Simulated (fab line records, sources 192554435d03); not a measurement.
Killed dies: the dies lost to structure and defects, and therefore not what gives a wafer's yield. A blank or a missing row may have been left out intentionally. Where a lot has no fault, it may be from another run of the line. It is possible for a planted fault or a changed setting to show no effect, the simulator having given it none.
Lot-split experiment / flow n5Finfet / 21 wafers read across 7 lots, on a route 1938 steps long

## ON THE SPLIT
At N5_BEOL_M14_TRENCH_ETCH_34 (etches SiO2 in C4F8/O2/Ar, target depth 556.65 nm, time 126.9 s), the setting timeS was moved away from the recipe's 126.9 s on 6 of the 21 wafers read, by -22.0% to +14.9%. The other wafers ran this setting at the recipe's value.

## FROM THE SPLIT TO THE READING: what the file shows between them, 10 steps
- N5_BEOL_M14_STRIP_70: strips in C4F8/O2/Ar
- N5_BEOL_M14_OCD_MEAS_35
- N5_BEOL_M14_STRIP_37: strips in O2
- N5_BEOL_M14_ETCH_38: etches SiCN in CF4/N2, target depth 106.5 nm, time 120.6 s
- N5_BEOL_M14_ECD_47: material Cu, target thk 1248 nm
- N5_BEOL_M14_ANNEAL_48: time 90 s
- N5_BEOL_M14_CMP_49: polishes, stops on SiO2, t overpolish 5.2 s, target thk 560 nm
- N5_BEOL_M14_THK_MEAS_50: measures by xrf
- N5_BEOL_M14_PRE_CLEAN_52: time 15 s
- N5_BEOL_M14_DEP_53: deposits SiCN from 3MS/NH3, target thk 50 nm, time 17.8 s

## THE READING
Measured at N5_BEOL_M14_RS_MEAS_54 by four-point probe: M14_RS, in ohm/sq. On this fab line, fault-free wafers typically give 0.0336 ohm/sq with a standard deviation of 0.0016 ohm/sq.

wafer=L074.1; tool, chamber at the split=rieDiel-01, 3; timeS as run, s=126.9; against the recipe=recipe; M14_RS, ohm/sq=0.0339; against lot-mates on the recipe=-
wafer=L074.3; tool, chamber at the split=rieDiel-01, 2; timeS as run, s=126.9; against the recipe=recipe; M14_RS, ohm/sq=0.0352; against lot-mates on the recipe=-
wafer=L074.5; tool, chamber at the split=rieDiel-01, 1; timeS as run, s=126.9; against the recipe=recipe; M14_RS, ohm/sq=0.0342; against lot-mates on the recipe=-
wafer=L079.1; tool, chamber at the split=rieDiel-02, 1; timeS as run, s=126.9; against the recipe=recipe; M14_RS, ohm/sq=0.0358; against lot-mates on the recipe=-
wafer=L079.4; tool, chamber at the split=rieDiel-02, 0; timeS as run, s=126.9; against the recipe=recipe; M14_RS, ohm/sq=0.0329; against lot-mates on the recipe=-
wafer=L079.5; tool, chamber at the split=rieDiel-02, 1; timeS as run, s=126.9; against the recipe=recipe; M14_RS, ohm/sq=0.0356; against lot-mates on the recipe=-
wafer=L078.3; tool, chamber at the split=rieDiel-02, 2; timeS as run, s=126.9; against the recipe=recipe; M14_RS, ohm/sq=0.0343; against lot-mates on the recipe=-
wafer=L078.4; tool, chamber at the split=rieDiel-02, 3; timeS as run, s=126.9; against the recipe=recipe; M14_RS, ohm/sq=0.0314; against lot-mates on the recipe=-
wafer=L078.5; tool, chamber at the split=rieDiel-02, 0; timeS as run, s=126.9; against the recipe=recipe; M14_RS, ohm/sq=0.0336; against lot-mates on the recipe=-
wafer=L086.3; tool, chamber at the split=rieDiel-02, 2; timeS as run, s=126.9; against the recipe=recipe; M14_RS, ohm/sq=0.0341; against lot-mates on the recipe=-
wafer=L086.4; tool, chamber at the split=rieDiel-02, 0; timeS as run, s=99.03; against the recipe=-22.0%; M14_RS, ohm/sq=0.0436; against lot-mates on the recipe=+0.0095
wafer=L086.6; tool, chamber at the split=rieDiel-02, 1; timeS as run, s=99.03; against the recipe=-22.0%; M14_RS, ohm/sq=0.0475; against lot-mates on the recipe=+0.0134
wafer=L090.1; tool, chamber at the split=rieDiel-01, 0; timeS as run, s=126.9; against the recipe=recipe; M14_RS, ohm/sq=0.0324; against lot-mates on the recipe=-
wafer=L090.5; tool, chamber at the split=rieDiel-01, 2; timeS as run, s=126.9; against the recipe=recipe; M14_RS, ohm/sq=0.0358; against lot-mates on the recipe=-
wafer=L090.6; tool, chamber at the split=rieDiel-01, 1; timeS as run, s=126.9; against the recipe=recipe; M14_RS, ohm/sq=0.0343; against lot-mates on the recipe=-
wafer=L091.1; tool, chamber at the split=rieDiel-01, 3; timeS as run, s=110.1; against the recipe=-13.2%; M14_RS, ohm/sq=0.0399; against lot-mates on the recipe=no lot-mate on the recipe
wafer=L091.3; tool, chamber at the split=rieDiel-01, 0; timeS as run, s=110.1; against the recipe=-13.2%; M14_RS, ohm/sq=0.0376; against lot-mates on the recipe=no lot-mate on the recipe
wafer=L091.5; tool, chamber at the split=rieDiel-01, 1; timeS as run, s=110.1; against the recipe=-13.2%; M14_RS, ohm/sq=0.0400; against lot-mates on the recipe=no lot-mate on the recipe
wafer=L094.1; tool, chamber at the split=rieDiel-01, 3; timeS as run, s=126.9; against the recipe=recipe; M14_RS, ohm/sq=0.0349; against lot-mates on the recipe=-
wafer=L094.3; tool, chamber at the split=rieDiel-01, 2; timeS as run, s=126.9; against the recipe=recipe; M14_RS, ohm/sq=0.0364; against lot-mates on the recipe=-
wafer=L094.6; tool, chamber at the split=rieDiel-01, 0; timeS as run, s=145.8; against the recipe=+14.9%; M14_RS, ohm/sq=0.0283; against lot-mates on the recipe=-0.0074

FIT RESULTS
A straight line over all 21 wafers: M14_RS changes by -0.000453 ohm/sq for each +1% of timeS; r = -0.93; the points scatter about the line by 0.0015 ohm/sq.
The same after taking each lot's own level away (the mean of its wafers on the recipe; 18 wafers): -0.000515 ohm/sq for each +1%; r = -0.96; scatter 0.0013 ohm/sq.
That fit puts the effect of the largest move of timeS on the reading at 0.011 ohm/sq.
From 0.03310 to 0.03565 ohm/sq: that is the span of the lots' own levels, equal to 1.6 times the standard deviation above.
Thus the slope moves with the lot-to-lot level: the two fits are different.
Check: for one of the wafers moved furthest among these (-22.0%), held out of the fit, the line's prediction against its lot-mates is +0.0127 ohm/sq. Against them it came out at +0.0095 ohm/sq.

## ADDITIONAL SPLITS CARRIED BY THESE WAFERS
These wafers also went through other splits before the reading. Each is held against what the fit with the lots' levels taken away leaves over:
other split on the same wafers=N5_BEOL_M12_TRENCH_ETCH_34 timeS; wafers away from the commonest value=9; r with M14_RS (lot level and that fit taken away)=-0.03
other split on the same wafers=N5_BEOL_M14_PEB_26 pebTempC; wafers away from the commonest value=8; r with M14_RS (lot level and that fit taken away)=+0.33

## THE WHOLE CHAIN: every reading that the file lists as answering this split, in the file's order
step=N5_BEOL_M14_TRENCH_ETCH_34; what it does=etches SiO2 in C4F8/O2/Ar, target depth 556.65 nm, time 126.9 s; reading=etch.depthNm (the simulator's own value, which no gauge read); change (the file's fit)=+6.78 nm for each +1% of the setting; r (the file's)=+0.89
step=N5_BEOL_M14_OCD_MEAS_35; what it does=; reading=trenchDepthNm; change (the file's fit)=+6.78 nm for each +1% of the setting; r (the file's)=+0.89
step=N5_BEOL_M14_CMP_49; what it does=polishes, stops on SiO2, t overpolish 5.2 s, target thk 560 nm; reading=Cu_of_BEOL_M14_ECD_47.thkNm (the simulator's own value, which no gauge read); change (the file's fit)=+6.88 nm for each +1% of the setting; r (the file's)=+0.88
step=N5_BEOL_M14_THK_MEAS_50; what it does=measures by xrf; reading=M14_THK; change (the file's fit)=+6.95 for each +1% of the setting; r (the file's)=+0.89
step=N5_BEOL_M14_RS_MEAS_54; what it does=measures by four-point-probe; reading=M14_RS; change (the file's fit)=-0.000514 for each +1% of the setting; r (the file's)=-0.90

## THE FILE'S OWN FIT
M14_RS changes by -0.000514 ohm/sq for each +1% of timeS, r = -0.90.
